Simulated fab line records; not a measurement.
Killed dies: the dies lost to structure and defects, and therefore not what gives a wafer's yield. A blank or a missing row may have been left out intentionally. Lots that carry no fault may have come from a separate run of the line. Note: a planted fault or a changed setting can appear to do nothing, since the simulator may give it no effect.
Comparing a struck lot with a sound one ; flow n5_finfet ; 40 out of 1938 route steps
Sound: wafers L637.2, L637.3, L637.5. Wafers L646.4, L646.5, L646.6 were the ones struck. The cause comes at the end.
Order at every step that has rows: each side's tool, ch and its chambers, its first start. Under that, the readings that differ: sound wafers ; struck wafers ; difference of the means ; sigmas: that difference in standard deviations of wafers without a fault.
alike: a reading whose means differ by less than 2 such deviations, as well as words and numbers matching on both sides. not compared: withheld readings; readings where some wafer has no value; bounds like >300 that might hide an equal value; numbers whose values overlap and for which the record gives no deviation.
Wherever a step has rows on one side only, a row that says differs or no value, or a row with sigmas, the two part there. Numbers that don't overlap but have no deviation are shown without sigmas and don't part them. A reading missing from all wafers of one side parts the sides only when that side holds two or more wafers.

first, 2 steps without rows for these wafers: N5_SDB_ETCH_18 (etches SOC in N2/H2, target depth 100 nm, overetch 20 nm, time 150 s); N5_SDB_STRIP_19 (strips in N2/H2).
N5_SDB_STRIP_21: strips in CF4.
  sound on rie_diel-04 ch 0,2, day 5 00:59; struck on rie_diel-02 ch 0,2,3, day 7 08:16
  alike: drypump_motor_current_A, oes_product_au, rf_vpp_V, showerhead_plenum_p_Torr, throttle_valve_pct
  not compared: rf_hours_counter_h
then, 5 steps without rows for these wafers: N5_SDB_HM_OPEN_20 (chemistry CH3F/O2, target SiNx, stops on poly-Si, target depth 24 nm); N5_SDB_STRIP_22 (strips in N2/H2); N5_SDB_PRECLEAN_23 (cleans in dHF, time 30 s); N5_SDB_DUMMY_REMOVE_24 (chemistry TMAH, target poly-Si, stops on SiO2, target depth 142 nm, time 57 s, rinse time 30 s); N5_SDB_ETCH_25 (etches SiO2 in C4F6/O2, target depth 10 nm, time 3.3 s).
N5_SDB_CUT_ETCH_26: etches Si in HBr/Cl2/O2, target depth 129.6 nm, bt time 20 s, time 51.8 s.
  sound on rie_si-05 ch 1,2,3, day 5 01:52; struck on rie_si-05 ch 1,2,3, day 7 08:53
  alike: drypump_motor_current_A, oes_product_au, throttle_valve_pct
  not compared: rf_hours_counter_h
then, 3 steps without rows for these wafers: N5_SDB_PRECLEAN_38 (cleans in dHF, time 10 s); N5_SDB_PRECLEAN_39 (cleans in O3/DIW, time 45 s); N5_SDB_SRD_28 (time 30 s).
N5_SDB_ALD_29: deposits SiNx, target thk 30 nm, pulse time 1 s, ald cycles 600.
  sound on ald_sin-03 ch 0,1, day 5 02:28; struck on ald_sin-02 ch 1,2, day 7 09:04
  alike: heater_power_w, precursor_pulse_height_rel
then, 1 step without rows for these wafers: N5_SDB_CMP_30 (polishes, stops on poly-Si, t overpolish 1.54 s, target thk 30 nm).
N5_SDB_THK_MEAS_31:
  sound: film_metro-02 at day 5 05:29; struck: film_metro-02 at day 7 12:06
  alike: SDB_THK
then, 8 steps without rows for these wafers: N5_DUMMY_REMOVAL_HM_STRIP_01 (strips SiNx in CH3F/O2, stops on poly-Si, target depth 4 nm, time 6.8 s); N5_DUMMY_REMOVAL_STRIP_10 (strips in N2/H2, time 40 s); N5_DUMMY_REMOVAL_PRECLEAN_07 (cleans in dHF, time 30 s); N5_DUMMY_REMOVAL_DUMMY_REMOVE_02 (chemistry TMAH, target poly-Si, stops on SiO2, target depth 142 nm, time 57 s, rinse time 30 s); N5_DUMMY_REMOVAL_PRECLEAN_08 (cleans in NF3:NH3, afs cycles 2, time 20 s, sublimation time 60 s); N5_DUMMY_REMOVAL_PRECLEAN_04 (cleans in DHF, time 37 s); N5_DUMMY_REMOVAL_SRD_05 (time 30 s); N5_HKMG_FIN_IL_REGROW_00 (material SiO2, chemistry O3, target thk 0.75 nm, time 30 s).
N5_HKMG_FIN_HK_ALD_01: deposits HfO2, target thk 1.6 nm, pulse time 3 s, purge time 3 s.
  sound on ald_hk-03 ch 1,3, day 5 06:09; struck on ald_hk-01 ch 2,3, day 7 12:43
  alike: precursor_pulse_height_rel
then, 2 steps without rows for these wafers: N5_HKMG_FIN_HK_ANNEAL_02 (time 30 s); N5_HKMG_FIN_ALD_74 (deposits La2O3, target thk 0.5 nm, pulse time 6 s, co reactant pulse time 1 s).
N5_HKMG_FIN_ALD_75: deposits Al2O3, target thk 1 nm, co reactant pulse time 1 s.
  sound on ald_hk-01 ch 0,2,3, day 5 06:43; struck on ald_hk-03 ch 0,1,3, day 7 13:12
  alike: heater_power_w, precursor_pulse_height_rel
then, 8 steps without rows for these wafers: N5_HKMG_FIN_COAT_41 (time 60 s, resist thk 300 nm); N5_HKMG_FIN_COAT_42 (time 60 s, resist thk 35 nm); N5_HKMG_FIN_COAT_43 (resist thk 90 nm); N5_HKMG_FIN_EBR_45; N5_HKMG_FIN_SOFTBAKE_44 (time 60 s); N5_HKMG_FIN_EXPOSE_46 (exposes mask NDIPOLE); N5_HKMG_FIN_PEB_47 (peb time 60 s); N5_HKMG_FIN_DEVELOP_48 (develop time 30 s).
N5_HKMG_FIN_CD_MEAS_49 targets a cd of 202 nm.
  sound on cd_sem-03 ch 0, day 5 07:14; struck on cd_sem-02 ch 0, day 7 13:40
  alike: cd_nm
N5_HKMG_FIN_OVL_MEAS_50:
  sound on overlay-01 ch 0, day 5 07:16; struck on overlay-01 ch 0, day 7 13:41
  alike: NDIPOLE_OVL
then, 1 step without rows for these wafers: N5_HKMG_FIN_DESCUM_53 (chemistry O2, time 7.9 s).
N5_HKMG_FIN_ETCH_54: etches SiARC in CF4, target depth 45.5 nm, time 75.8 s.
  sound on rie_diel-02 ch 1,2,3, day 5 07:24; struck on rie_diel-02 ch 0,3, day 7 13:48
  alike: drypump_motor_current_A, etch_rf_on_time_s, oes_product_au, rf_vpp_V, showerhead_plenum_p_Torr, throttle_valve_pct
  not compared: rf_hours_counter_h
-- the record jumps here: 8 days lie between the struck wafers' starts before and after (it left off in module HKMG_FIN and takes up again in module PASSIVATION, whose first step shown is number 1936 of the route) --
N5_PASSIVATION_PROBE_49:
  record: rows for the struck wafers here (prober-02, day 15 11:33), none for the sound ones

WHERE THEY PART
Only at N5_PASSIVATION_PROBE_49, within this record.

WHY: whatever the simulator had introduced
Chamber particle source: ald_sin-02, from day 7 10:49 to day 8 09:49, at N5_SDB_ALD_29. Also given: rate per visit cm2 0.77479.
